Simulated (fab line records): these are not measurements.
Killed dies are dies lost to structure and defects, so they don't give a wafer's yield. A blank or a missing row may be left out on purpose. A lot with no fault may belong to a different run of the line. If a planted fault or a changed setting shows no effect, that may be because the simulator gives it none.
Comparing a struck lot with a sound one + flow n5 finfet + 37 out of 1938 route steps
Sound: these wafers, L448.3, L448.4, L448.6. Wafers L454.1, L454.3, L454.6 were the ones struck. The cause comes at the end.
For every step that has rows: the tool of each side, followed by ch and its chambers, followed by its first start. Under that, the readings that differ: sound wafers + struck wafers + difference of the means + sigmas: that difference in standard deviations of wafers without a fault.
alike: readings whose means differ by less than 2 such deviations, and words and numbers that are the same on both sides. not compared: withheld readings, readings that some wafer has no value for, bounds like >300 that may hide the same value, and numbers for which the record gives no deviation and whose values overlap.
The two part at a step that has a row with sigmas, a row that says differs or no value, or rows on one side only. When numbers do not overlap yet have no deviation, they are printed without sigmas and do not part them. Lack of a reading on every wafer of one side parts them only where that side has two or more wafers.

first, 9 steps without rows for these wafers: N5_BEOL_M9_DESCUM_33 (chemistry O2, time 7 s); N5_BEOL_M9_ETCH_76 (etches underlayer in N2/H2, target depth 6.5 nm, time 5.2 s); N5_BEOL_M9_ETCH_65 (etches SiARC in CF4, target depth 15.6 nm, time 26 s); N5_BEOL_M9_ETCH_66 (etches SOC in N2/H2, target depth 80 nm, overetch 16 nm, time 120 s); N5_BEOL_M9_STRIP_69 (strips in N2/H2); N5_BEOL_M9_STRIP_77 (strips in N2/H2); N5_BEOL_M9_VIA_ETCH_34 (etches SiCOH lowk in C4F6/O2, target depth 182.4 nm, time 68.4 s); N5_BEOL_M9_STRIP_73 (strips in C4F6/O2); N5_BEOL_M9_STRIP_36 (strips in N2/H2).
N5_BEOL_M9_TRENCH_ETCH_37: etches SiCOH lowk in C4F6/O2, target depth 151.43 nm, time 49 s.
  sound on rie diel-01 ch 0,1,2, day 13 02:20; struck on rie diel-02 ch 1,2, day 14 01:39
| reading                                    | sound             | struck          | difference | sigmas |
|--------------------------------------------|-------------------|-----------------|------------|--------|
| run length s (s)                           | 72.3 72.9 72.1    | 60.1 61.2 60.8  | -11.7      | -29    |
| time s (s)                                 | 49 49 49          | 34.3 34.3 34.3  | -14.7      |        |
| model.etch.depth nm (nm)                   | 148.6 147.6 152.1 | 106 104.5 104.8 | -44        |        |
| model.BEOL_M9.feature depth nm (nm)        | 148.6 147.6 152   | 106 104.4 104.8 | -44        |        |
| model.TiN_of_BEOL_M9_HM_DEP_02.thk nm (nm) | 16 15.6 15.4      | 17 17 17        | +1         |        |
  alike: C4F6_flow_sccm, O2_flow_sccm, drypump motor current A, oes product au, rf vpp V, showerhead plenum p Torr, throttle valve pct
  not compared: rf hours counter h
then, 2 steps without rows for these wafers: N5_BEOL_M9_ETCH_41 (etches SiCN in CH3F/O2, target depth 36.6 nm, time 70.1 s); N5_BEOL_M9_STRIP_80 (strips in N2/H2, time 10 s).
N5_BEOL_M9_OCD_MEAS_38:
  sound on ocd-01, day 13 02:31; struck on ocd-02, day 14 01:50
| reading              | sound             | struck            | difference | sigmas |
|----------------------|-------------------|-------------------|------------|--------|
| trench depth nm (nm) | 148.6 147.9 152.3 | 105.8 104.3 104.5 | -44.7      | -18    |
then, 13 steps without rows for these wafers: N5_BEOL_M9_HM_STRIP_39 (strips TiN in peroxide tin strip, target depth 25 nm, time 158 s); N5_BEOL_M9_SRD_40 (time 30 s); N5_BEOL_M9_PRECLEAN_42 (cleans in residue remover, time 60 s); N5_BEOL_M9_SRD_43 (time 30 s); N5_BEOL_M9_CURE_72 (cures SiCOH lowk, time 120 s); N5_BEOL_M9_DEGAS_44 (time 60 s); N5_BEOL_M9_PRE_CLEAN_45 (time 30 s); N5_BEOL_M9_ALD_74 (deposits TaN, target thk 2 nm, pulse time 2 s, purge time 3 s); N5_BEOL_M9_SURFACE_TREAT_79; N5_BEOL_M9_CVD_78 (deposits Co from CCTBA/H2, target thk 2 nm, time 138.9 s); N5_BEOL_M9_SPUTTER_48 (material Cu, target thk 12 nm, time 2 s); N5_BEOL_M9_ECD_50 (material Cu, target thk 318 nm); N5_BEOL_M9_ANNEAL_51 (time 90 s).
N5_BEOL_M9_CMP_52: polishes, stops on SiCOH lowk, t overpolish 7 s, target thk 140 nm.
  sound on cmp-02 ch 1,3, day 13 05:04; struck on cmp-03 ch 1,2,3, day 14 04:32
| reading                                | sound             | struck       | difference | sigmas |
|----------------------------------------|-------------------|--------------|------------|--------|
| model.Cu_of_BEOL_M9_ECD_50.thk nm (nm) | 136.6 135.2 140.4 | 94.6 91.4 91 | -45.1      |        |
  alike: motor current A
N5_BEOL_M9_THK_MEAS_53: measures by xrf.
  sound on film metro-02, day 13 05:19; struck on film metro-02, day 14 04:46
| reading     | sound             | struck         | difference | sigmas |
|-------------|-------------------|----------------|------------|--------|
| M9_THK (nm) | 136.6 135.7 141.2 | 94.6 91.3 91.0 | -45.5      | -16    |
then, 2 steps without rows for these wafers: N5_BEOL_M9_PRE_CLEAN_55 (time 15 s); N5_BEOL_M9_DEP_56 (deposits SiCN from 3MS/NH3, target thk 15 nm, time 26.5 s).
N5_BEOL_M9_RS_MEAS_57: uses a four-point probe to measure.
  sound on film metro-02, day 13 05:28; struck on film metro-02, day 14 04:54
| reading        | sound             | struck            | difference | sigmas |
|----------------|-------------------|-------------------|------------|--------|
| M9_RS (ohm/sq) | 0.155 0.157 0.150 | 0.234 0.244 0.246 | +0.087     | +26    |
then, 5 steps without rows for these wafers: N5_BEOL_M10_ILD_DEP_00 (deposits SiCOH lowk from DEMS/porogen, target thk 308.51 nm, time 58 s); N5_BEOL_M10_CURE_71 (cures SiCOH lowk, time 240 s); N5_BEOL_M10_PECVD_70 (deposits SiO2 from TEOS/O2, target thk 20 nm, time 22.7 s); N5_BEOL_M10_HM_DEP_02 (deposits TiN, target thk 20 nm); N5_BEOL_M10_COAT_59 (time 60 s, resist thk 100 nm).
N5_BEOL_M15_RC_MEAS_101:
  sound on prober-01 ch 0, day 15 02:46; struck on prober-02 ch 0, day 16 00:59
| reading                   | sound                    | struck                  | difference | sigmas |
|---------------------------|--------------------------|-------------------------|------------|--------|
| COMB_M12 (S/m)            | 1.04e-11 9.4e-12 8.7e-12 | 4.9e-12 5.7e-12 5.8e-12 | -4.0e-12   | -2     |
| COMB_M15 (S/m)            | 3.2e-12 4e-12 3.9e-12    | 1.8e-12 1.5e-12 4e-13   | -2.5e-12   | -2     |
| SERP_M6 (ohm/um)          | 14.5 13.9 14.7           | 13.2 13.4 12.7          | -1.3       | -2     |
| SERP_M9 (ohm/um)          | 3.22 3.24 3.02           | 4.78 4.81 4.96          | +1.69      | +23    |
| SERP_M9_max_site (ohm/um) | 3.29 3.32 3.07           | 4.90 5.02 5.19          | +1.81      | +20    |
  alike: COMB_M10, COMB_M11, COMB_M12_max_site, COMB_M13, COMB_M14, COMB_M5, COMB_M6, COMB_M7, COMB_M8, SERP_M10, SERP_M11, SERP_M12, SERP_M13, SERP_M14, SERP_M5, SERP_M7, SERP_M8

WHERE THEY PART
At N5_BEOL_M9_TRENCH_ETCH_37 first; at N5_BEOL_M15_RC_MEAS_101 last (within this record only).

WHY: whatever the simulator had introduced
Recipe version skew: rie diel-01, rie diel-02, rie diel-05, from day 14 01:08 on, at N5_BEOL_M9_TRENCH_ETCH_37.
